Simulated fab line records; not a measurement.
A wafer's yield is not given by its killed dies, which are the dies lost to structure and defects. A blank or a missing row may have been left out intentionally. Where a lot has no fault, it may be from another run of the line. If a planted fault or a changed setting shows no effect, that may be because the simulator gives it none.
Chamber matching | flow nand harc | NHARC_A_WL_FILL_ALD_10 on ald hk-01 has 4 sister chambers
The step deposits SiO2, target thk 50 nm, pulse time 10 s, ald cycles 500. 8 wafers are shown with their chamber, then 8 later ones without.

== WAFERS, EACH WITH ITS CHAMBER ==
wafer  | chamber | heater power w (W) | precursor pulse height rel
L077.4 | 0       | 469                | 0.992
L082.2 | 3       | 460                | 1.032
L082.4 | 2       | 484                | 0.989
L082.1 | 1       | 391                | 0.990
L089.4 | 0       | 468                | 1.032
L089.6 | 1       | 380                | 0.978
L089.5 | 2       | 505                | 0.983
L093.2 | 3       | 425                | 0.987

== WAFERS WITH NO CHAMBER GIVEN ==
wafer  | heater power w (W) | precursor pulse height rel
L093.5 | 384                | 0.986
L093.6 | 486                | 0.999
L094.1 | 455                | 0.977
L094.2 | 434                | 1.042
L094.4 | 494                | 1.035
L097.4 | 458                | 1.010
L097.5 | 466                | 1.025
L097.6 | 426                | 0.972

== WHICH CHAMBER EACH WENT THROUGH ==
wafer  | from the rows above          | in truth
L093.5 | 1                            | 1
L093.6 | can't be placed: 2 or 0      | 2
L094.1 | can't be placed: 3 or 0 or 2 | 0
L094.2 | can't be placed: 3 or 0      | 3
L094.4 | can't be placed: 0 or 2 or 3 | 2
L097.4 | can't be placed: 0 or 3 or 2 | 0
L097.5 | can't be placed: 0 or 3 or 2 | 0
L097.6 | can't be placed: 3 or 1 or 0 | 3
Correctly placed: 1 of 8. From these rows, 7 cannot be placed; in 7 the true chamber is one of the candidates. Wrongly placed: 0.
How it was worked out, from the rows above alone: a wafer's distance from a chamber is the root of the sum, over the readings, of the square of ((its reading less the chamber's mean) divided by the reading's scatter). If the next closest chamber is less than 2 further off than the closest, the wafer can't be placed; otherwise it belongs to the closest. For every chamber, the mean is computed from those of its wafers that are shown. The scatter: take each reading less its chamber's mean, square it, sum over the shown wafers, divide by the number of wafers less the number of chambers, and take the root.
